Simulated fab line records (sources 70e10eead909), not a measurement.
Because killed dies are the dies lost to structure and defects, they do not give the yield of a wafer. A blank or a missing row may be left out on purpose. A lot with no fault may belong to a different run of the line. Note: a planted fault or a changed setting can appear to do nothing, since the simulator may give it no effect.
Which tool did it?	flow nandHarc	21 wafers from 7 lots sampled at 4 of the route's 1302 steps

## WHAT THE GAUGES READ, wafer by wafer
NHARC_P_M2_CD_MEAS_09 targets a cd of 170 nm.
lot	measured	on	cdNm (nm)
L226	day 7 05:49	cdSem-02	169.1 168.9 169.1
L230	day 8 20:47	cdSem-01	169.8 170.3 169.1
L232	day 9 18:35	cdSem-02	169.6 170.0 169.1
L235	day 10 23:16	cdSem-01	169.6 169.0 169.1
L238	day 12 08:48	cdSem-01	170.1 169.8 169.9
L239	day 12 13:38	cdSem-01	142.1 141.8 141.8
L247	day 15 20:16	cdSem-01	170.0 169.7 169.8

## WHAT TOOL EACH LOT RAN ON (gives the tool, then ch and the chambers of the sampled wafers, and finally the start)
lot	NHARC_P_M1_ETCH_35	NHARC_P_M1_PVD_21	NHARC_P_M2_EXPOSE_06
L226	rieDiel-11 ch 0,1, day 7 01:58	pvdSputter-03, day 7 05:41 or earlier	arfiScanner-01 ch 0, day 7 05:41
L230	rieDiel-11 ch 0,1,3, day 8 16:54	pvdSputter-01, day 8 20:39 or earlier	arfiScanner-01 ch 0, day 8 20:39
L232	rieDiel-13 ch 2,3, day 9 14:40	pvdSputter-01, day 9 18:27 or earlier	arfiScanner-03 ch 0, day 9 18:27
L235	rieDiel-13 ch 0,1,2, day 10 19:31	pvdSputter-01, day 10 23:07 or earlier	arfiScanner-02 ch 0, day 10 23:07
L238	rieDiel-11 ch 2,3, day 12 04:22	pvdSputter-01, day 12 08:40 or earlier	arfiScanner-01 ch 0, day 12 08:40
L239	rieDiel-11 ch 1,2, day 12 09:52	pvdSputter-01, day 12 13:29 or earlier	arfiScanner-01 ch 0, day 12 13:29
L247	rieDiel-13 ch 0,3, day 15 16:26	pvdSputter-02, day 15 20:07 or earlier	arfiScanner-02 ch 0, day 15 20:07
- NHARC_P_M1_ETCH_35: etches the open film in N2/H2, target depth 40 nm, overetch 12 nm, time 43.94 s.
- NHARC_P_M1_PVD_21: deposits Cu, target thk 30 nm, time 20.49 s.
- NHARC_P_M2_EXPOSE_06: exposes mask P M2, target cd 170 nm.

## THE ANSWER, worked out from the rows above alone
Rule: the lots themselves supply what counts as usual. Put in order of their means at a reading, lots are off if they are a third of the lots or fewer, leave a main group of 4 or more, and stand apart from it by a gap of 3 or more times the standard deviation of the main group's means; of several such gaps the widest counts. A main group whose means are all the same, to the digits that the tables above print for the reading, isn't used. Also off: a lot with no number at a reading for which 4 or more lots have one. Where the step has rows for the other lots, those lots are counted as sound.
Off, at NHARC_P_M2_CD_MEAS_09 on cdNm: L239. For the main group the mean is 169.6 nm and the standard deviation 0.32.
If a tool, at a process step before that reading, ran all the lots that are off and no sound lot after the first of them, it fits. The gauges at NHARC_P_M2_CD_MEAS_09 are tried like those tools. Because NHARC_P_M1_PVD_21 lacks a start for some lots, the hours and order of its lots are taken from NHARC_P_M2_EXPOSE_06. Can't be told from this: 3 tools fit, rieDiel-11 at NHARC_P_M1_ETCH_35, pvdSputter-01 at NHARC_P_M1_PVD_21, arfiScanner-01 at NHARC_P_M2_EXPOSE_06.

## WHAT WAS PUT IN BY THE SIMULATOR
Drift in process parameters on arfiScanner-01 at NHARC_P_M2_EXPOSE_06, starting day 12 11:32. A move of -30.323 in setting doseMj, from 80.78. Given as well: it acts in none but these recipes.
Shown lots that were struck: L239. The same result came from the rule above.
